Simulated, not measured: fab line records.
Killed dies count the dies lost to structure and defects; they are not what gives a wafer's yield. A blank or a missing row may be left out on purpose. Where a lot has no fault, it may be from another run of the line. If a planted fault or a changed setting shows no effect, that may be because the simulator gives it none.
Which of the tools did it?	flow n5_finfet	31 wafers from 11 lots sampled at 4 of the route's 1938 steps

WHAT THE GAUGES READ, wafer by wafer
The record holds no reading of a measuring or inspecting step that can be judged against a usual standard deviation.

WHICH TOOL RAN EACH LOT (tool, then ch and the chambers of the sampled wafers, then the start)
lot	N5_BEOL_M8_ETCH_66	N5_BEOL_M8_TRENCH_ETCH_37	N5_BEOL_M8_DEGAS_44	N5_BEOL_M8_ALD_77
L730	rie_diel-02 ch 0,2,3, day 9 03:58	rie_diel-02 ch 0,2,3, day 9 05:00 or earlier	pvd_sputter-02, day 9 05:00	ald_metal-01 ch 0,1, day 9 05:20
L731	rie_diel-01 ch 1,2,3, day 9 18:13	rie_diel-01 ch 1,2,3, day 9 20:37 or earlier	pvd_sputter-01, day 9 20:37	ald_metal-02 ch 0,1,3, day 9 20:43
L733	rie_diel-01 ch 0,1,3, day 10 05:04	rie_diel-01 ch 0,1,3, day 10 05:55 or earlier	pvd_sputter-01, day 10 05:55	ald_metal-02 ch 1,2,3, day 10 06:01
L734	rie_diel-01 ch 1,2,3, day 10 05:32	rie_diel-01 ch 1,2,3, day 10 06:25 or earlier	pvd_sputter-03, day 10 06:25	ald_metal-01 ch 1,2,3, day 10 06:32
L735	rie_diel-02 ch 0,1,2, day 10 12:23	rie_diel-02 ch 0,1,2, day 10 13:25 or earlier	pvd_sputter-01, day 10 13:25	ald_metal-01 ch 0,1,2, day 10 13:38
L738	rie_diel-04 ch 0,2, day 11 05:07	rie_diel-04 ch 0,2, day 11 07:22 or earlier	pvd_sputter-02, day 11 07:22	ald_metal-01 ch 1,3, day 11 07:28
L745	rie_diel-01 ch 1, day 13 07:53	rie_diel-01 ch 1, day 13 10:27 or earlier	pvd_sputter-03, day 13 10:27	ald_metal-01 ch 0,1, day 13 10:34
L746	rie_diel-04 ch 2,3, day 13 13:45	rie_diel-04 ch 2,3, day 13 14:43 or earlier	pvd_sputter-02, day 13 14:43	ald_metal-01 ch 1,3, day 13 14:50
L749	rie_diel-04 ch 0,1, day 13 20:19	rie_diel-04 ch 0,1, day 13 21:10 or earlier	pvd_sputter-03, day 13 21:10	ald_metal-02 ch 1,2,3, day 13 21:16
L748	rie_diel-02 ch 0,1,3, day 14 02:23	rie_diel-02 ch 0,1,3, day 14 04:07 or earlier	pvd_sputter-02, day 14 04:07	ald_metal-03 ch 0,1,2, day 14 04:22
L753	rie_diel-01 ch 1,3, day 14 23:12	rie_diel-01 ch 1,3, day 15 00:06 or earlier	pvd_sputter-02, day 15 00:06	ald_metal-02 ch 1,3, day 15 00:20
- N5_BEOL_M8_ETCH_66: etches SOC in N2/H2, target depth 80 nm, overetch 16 nm, time 120 s.
- N5_BEOL_M8_TRENCH_ETCH_37: etches SiCOH lowk in C4F6/O2, target depth 93.478 nm, time 31.2 s.
- N5_BEOL_M8_DEGAS_44: time 60 s.
- N5_BEOL_M8_ALD_77: deposits TaN, target thk 2 nm, pulse time 2 s, purge time 3 s.

AS READ BY THE TOOLS THEMSELVES (means over the sampled wafers that have a number; for cases with no such wafer, the mark the record gives instead)
N5_BEOL_M8_ETCH_66.
lot	tool	drypump_motor_current_A (A)	oes_product_au (a.u.)	rf_vpp_V (V)	showerhead_plenum_p_Torr (Torr)	throttle_valve_pct (%)
L730	rie_diel-02	5.2	0.57	522.2	2.49	18.0
L731	rie_diel-01	6.0	0.63	526.1	2.60	17.9
L733	rie_diel-01	6.1	0.64	525.5	2.57	18.0
L734	rie_diel-01	6.0	0.62	526.0	2.60	17.9
L735	rie_diel-02	5.3	0.59	522.2	2.47	17.9
L738	rie_diel-04	5.6	0.66	525.3	2.59	18.1
L745	rie_diel-01	6.1	0.56	521.5	2.43	18.1
L746	rie_diel-04	5.6	0.61	524.6	2.57	18.1
L749	rie_diel-04	5.0	0.67	523.0	2.51	17.7
L748	rie_diel-02	5.3	0.58	522.7	2.50	17.9
L753	rie_diel-01	6.2	0.57	524.7	2.57	18.3

N5_BEOL_M8_TRENCH_ETCH_37.
lot	tool	drypump_motor_current_A (A)	oes_product_au (a.u.)	rf_vpp_V (V)	showerhead_plenum_p_Torr (Torr)	throttle_valve_pct (%)
L730	rie_diel-02	5.2	0.73	663	2.81	21.18
L731	rie_diel-01	6.0	0.82	671	2.90	20.98
L733	rie_diel-01	6.1	0.84	665	2.87	21.09
L734	rie_diel-01	6.0	0.81	671	2.90	20.99
L735	rie_diel-02	5.3	0.77	662	2.78	21.11
L738	rie_diel-04	5.6	0.88	667	2.88	21.12
L745	rie_diel-01	6.1	0.73	658	2.73	21.24
L746	rie_diel-04	5.6	0.80	659	2.87	21.12
L749	rie_diel-04	5.0	0.89	670	2.82	20.92
L748	rie_diel-02	5.3	0.75	669	2.81	21.03
L753	rie_diel-01	6.2	0.75	667	2.87	21.33

N5_BEOL_M8_DEGAS_44.
lot	tool	heater_power_w (W)
L730	pvd_sputter-02	331
L731	pvd_sputter-01	325
L733	pvd_sputter-01	325
L734	pvd_sputter-03	326
L735	pvd_sputter-01	319
L738	pvd_sputter-02	327
L745	pvd_sputter-03	315
L746	pvd_sputter-02	284
L749	pvd_sputter-03	332
L748	pvd_sputter-02	299
L753	pvd_sputter-02	311

N5_BEOL_M8_ALD_77.
lot	tool	heater_power_w (W)	mfc_carrier_sccm (sccm)
L730	ald_metal-01	371	1499
L731	ald_metal-02	423	1499
L733	ald_metal-02	412	1502
L734	ald_metal-01	375	1494
L735	ald_metal-01	392	1496
L738	ald_metal-01	344	1501
L745	ald_metal-01	384	1502
L746	ald_metal-01	346	1502
L749	ald_metal-02	419	1502
L748	ald_metal-03	402	1503
L753	ald_metal-02	404	1502

THE ANSWER, worked out from the rows above alone
Rule: the lots themselves supply what counts as usual. Put in order of their means at a reading, lots are off if they are a third of the lots or fewer, leave a main group of 4 or more, and stand apart from it by a gap of 3 or more times the standard deviation of the main group's means; of several such gaps the widest counts. If all means in a main group match to the digits the tables above print for the reading, that group is not used. A lot without any number at a reading at which 4 lots or more have one is off too. All remaining lots with rows at the step are treated as sound. The gauges are gone through in route order, then the tools' own readings, and for those a lot's mean is taken as printed above. At the first step where some lot is off, the reading lying furthest off is the one used; lots without a number count as furthest.
No lot is off at any reading shown: from this, nothing can be told.

WHAT THE SIMULATOR HAD INSERTED
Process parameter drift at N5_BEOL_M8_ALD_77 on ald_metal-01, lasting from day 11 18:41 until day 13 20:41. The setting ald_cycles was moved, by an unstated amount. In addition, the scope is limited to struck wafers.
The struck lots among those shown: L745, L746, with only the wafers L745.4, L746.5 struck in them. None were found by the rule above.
